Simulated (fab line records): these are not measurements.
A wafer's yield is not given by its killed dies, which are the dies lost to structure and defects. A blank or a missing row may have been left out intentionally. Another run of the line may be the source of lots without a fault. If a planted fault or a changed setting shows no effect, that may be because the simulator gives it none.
Matching of chambers | flow nandHarc | 4 sister chambers for NHARC_A_CHANNEL_FILL_D1_STRIP_28 on rieDiel-10
The step strips in O2, time 20 s. 27 wafers are shown with their chamber, then 12 later ones without.

## WAFERS WITH THEIR CHAMBER
wafer  | chamber | showerheadPlenumPTorr (Torr) | drypumpMotorCurrentA (A) | oesProductAu (a.u.)
L074.2 | 3       | 3.54                         | 6.0                      | 1.011
L074.3 | 0       | 3.68                         | 5.2                      | 0.997
L074.5 | 3       | 3.54                         | 6.1                      | 1.010
L076.2 | 3       | 3.54                         | 6.0                      | 1.003
L076.3 | 0       | 3.68                         | 5.2                      | 0.986
L076.4 | 1       | 3.53                         | 5.8                      | 0.992
L079.4 | 3       | 3.54                         | 6.1                      | 1.012
L079.5 | 1       | 3.53                         | 5.8                      | 0.995
L079.6 | 0       | 3.68                         | 5.2                      | 0.999
L082.1 | 1       | 3.52                         | 5.8                      | 0.991
L082.4 | 2       | 3.42                         | 6.1                      | 0.990
L082.5 | 1       | 3.53                         | 5.8                      | 1.001
L085.1 | 1       | 3.53                         | 5.8                      | 0.990
L085.3 | 0       | 3.68                         | 5.3                      | 1.013
L085.5 | 1       | 3.53                         | 5.7                      | 0.985
L089.3 | 2       | 3.42                         | 6.1                      | 0.999
L089.4 | 0       | 3.68                         | 5.2                      | 1.000
L089.5 | 2       | 3.42                         | 6.1                      | 0.992
L090.1 | 1       | 3.53                         | 5.8                      | 0.985
L090.3 | 2       | 3.42                         | 6.1                      | 0.984
L090.5 | 3       | 3.54                         | 6.1                      | 1.004
L094.1 | 1       | 3.53                         | 5.8                      | 0.996
L094.3 | 2       | 3.42                         | 6.2                      | 1.002
L094.6 | 1       | 3.52                         | 5.8                      | 0.993
L092.1 | 3       | 3.54                         | 6.0                      | 1.001
L092.2 | 0       | 3.68                         | 5.2                      | 0.986
L092.6 | 3       | 3.54                         | 6.0                      | 1.004

SIGNATURES (averages over the wafers above)
reading               | chamber 0 | chamber 1 | chamber 2 | chamber 3 | scatter within a chamber
showerheadPlenumPTorr | 3.6800    | 3.5278    | 3.4200    | 3.5400    | 0.0026
drypumpMotorCurrentA  | 5.217     | 5.789     | 6.120     | 6.043     | 0.0429
oesProductAu          | 0.99683   | 0.99200   | 0.99340   | 1.00643   | 0.00674
Rule: a wafer's distance from a chamber is the root of the sum, over the readings, of the square of ((its reading less the chamber's mean) divided by the reading's scatter). If the next closest chamber is less than 2 further off than the closest, the wafer can't be placed; otherwise it belongs to the closest. How the scatter is found: for the shown wafers, subtract from each reading the mean of its chamber, square and add these, divide the total by (wafers less chambers), then take the root.

## WAFERS WHOSE CHAMBER IS MISSING
wafer  | showerheadPlenumPTorr (Torr) | drypumpMotorCurrentA (A) | oesProductAu (a.u.)
L095.4 | 3.42                         | 6.1                      | 0.995
L095.5 | 3.54                         | 6.1                      | 1.009
L095.6 | 3.42                         | 6.1                      | 0.998
L096.1 | 3.54                         | 6.1                      | 0.995
L096.2 | 3.52                         | 5.8                      | 0.993
L096.5 | 3.52                         | 5.8                      | 0.989
L097.1 | 3.42                         | 6.1                      | 0.981
L097.2 | 3.68                         | 5.2                      | 0.991
L097.3 | 3.52                         | 5.8                      | 0.990
L097.4 | 3.54                         | 6.0                      | 0.995
L097.5 | 3.68                         | 5.3                      | 0.993
L097.6 | 3.52                         | 5.8                      | 0.996

## EACH ONE'S CHAMBER
wafer  | from the rows above | in truth
L095.4 | 2                   | 2
L095.5 | 3                   | 3
L095.6 | 2                   | 2
L096.1 | 3                   | 3
L096.2 | 1                   | 1
L096.5 | 1                   | 1
L097.1 | 2                   | 2
L097.2 | 0                   | 0
L097.3 | 1                   | 1
L097.4 | 3                   | 3
L097.5 | 0                   | 0
L097.6 | 1                   | 1
Placed correctly: 12 of 12. Number that these rows cannot place: 0. Wrongly placed: 0.
